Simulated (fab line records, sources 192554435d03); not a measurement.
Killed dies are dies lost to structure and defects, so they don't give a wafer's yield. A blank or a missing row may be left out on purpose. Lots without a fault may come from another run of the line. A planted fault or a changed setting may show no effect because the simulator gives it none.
Chamber matching | flow n5_finfet | N5_BEOL_M0_SAQP_MANDREL_ETCH_20 on rie_si-05: 4 sister chambers
The step etches a-Si in HBr/Cl2, stops on SiNx, target depth 60 nm, bt time 10 s, time 30 s. 4 wafers are shown with their chamber, then 9 later ones without.

WAFERS WITH THEIR CHAMBER
wafer  | chamber | throttle_valve_pct (%)
L083.4 | 2       | 35.93
L088.1 | 0       | 35.34
L088.2 | 1       | 35.39
L088.3 | 3       | 35.30

WAFERS WITHOUT THEIR CHAMBER
wafer  | throttle_valve_pct (%)
L092.1 | 35.36
L092.3 | 35.28
L092.4 | 35.92
L095.1 | 35.31
L095.2 | 35.29
L095.4 | 35.93
L096.4 | 35.33
L096.5 | 35.32
L096.6 | 35.30

WHICH CHAMBER EACH WENT THROUGH
wafer  | from the rows above     | in truth
L092.1 | can't be placed: 0 or 1 | 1
L092.3 | 3                       | 3
L092.4 | 2                       | 2
L095.1 | can't be placed: 3 or 0 | 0
L095.2 | 3                       | 3
L095.4 | 2                       | 2
L096.4 | can't be placed: 0 or 3 | 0
L096.5 | can't be placed: 0 or 3 | 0
L096.6 | 3                       | 3
Placed correctly: 5 of 9. Can't be placed from these rows: 4 (the true chamber is among the candidates in 4). Placed wrongly: 0.
How it was worked out, from the rows above alone: a wafer's distance from a chamber is the root of the sum, over the readings, of the square of ((its reading less the chamber's mean) divided by the reading's scatter). The wafer belongs to the nearest chamber; if the next one is less than 2 further off, it can't be placed. A chamber's mean is the mean of its shown wafers. The scatter: with one shown wafer a chamber, the root of the mean of the squares of how far each hidden wafer lies from its nearest shown one.
